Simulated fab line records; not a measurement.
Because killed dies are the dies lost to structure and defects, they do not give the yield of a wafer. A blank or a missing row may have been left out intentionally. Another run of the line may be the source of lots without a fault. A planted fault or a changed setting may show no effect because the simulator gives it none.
Matching of chambers :: flow n5-finfet :: N5_BEOL_M11_STRIP_67 on rie-diel-02 has 4 sister chambers
The step strips in CF4. 4 wafers are shown with their chamber, then 6 later ones without.

## EACH WAFER AND ITS CHAMBER
wafer: L969.6
chamber: 3
drypump-motor-current-A (A): 5.81

wafer: L982.2
chamber: 0
drypump-motor-current-A (A): 5.83

wafer: L982.3
chamber: 1
drypump-motor-current-A (A): 6.33

wafer: L982.4
chamber: 2
drypump-motor-current-A (A): 5.46

## WAFERS WITH NO CHAMBER GIVEN
wafer: L984.1
drypump-motor-current-A (A): 5.84

wafer: L984.4
drypump-motor-current-A (A): 5.82

wafer: L984.5
drypump-motor-current-A (A): 6.31

wafer: L986.3
drypump-motor-current-A (A): 6.32

wafer: L986.4
drypump-motor-current-A (A): 5.81

wafer: L986.5
drypump-motor-current-A (A): 6.33

## WHICH CHAMBER EACH WENT THROUGH
wafer: L984.1
from the rows above: can't be placed: 0 or 3
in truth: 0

wafer: L984.4
from the rows above: can't be placed: 0 or 3
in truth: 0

wafer: L984.5
from the rows above: 1
in truth: 1

wafer: L986.3
from the rows above: 1
in truth: 1

wafer: L986.4
from the rows above: can't be placed: 3 or 0
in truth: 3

wafer: L986.5
from the rows above: 1
in truth: 1
Correctly placed: 3 of 6. Unplaceable from these rows: 3, with the true chamber sitting among the candidates in 3. Number placed wrongly: 0.
How it was worked out, from the rows above alone: a wafer's distance from a chamber is the root of the sum, over the readings, of the square of ((its reading less the chamber's mean) divided by the reading's scatter). If the next closest chamber is less than 2 further off than the closest, the wafer can't be placed; otherwise it belongs to the closest. The mean given for a chamber averages the wafers shown for that chamber. The scatter: with one shown wafer a chamber, the root of the mean of the squares of how far each hidden wafer lies from its nearest shown one.
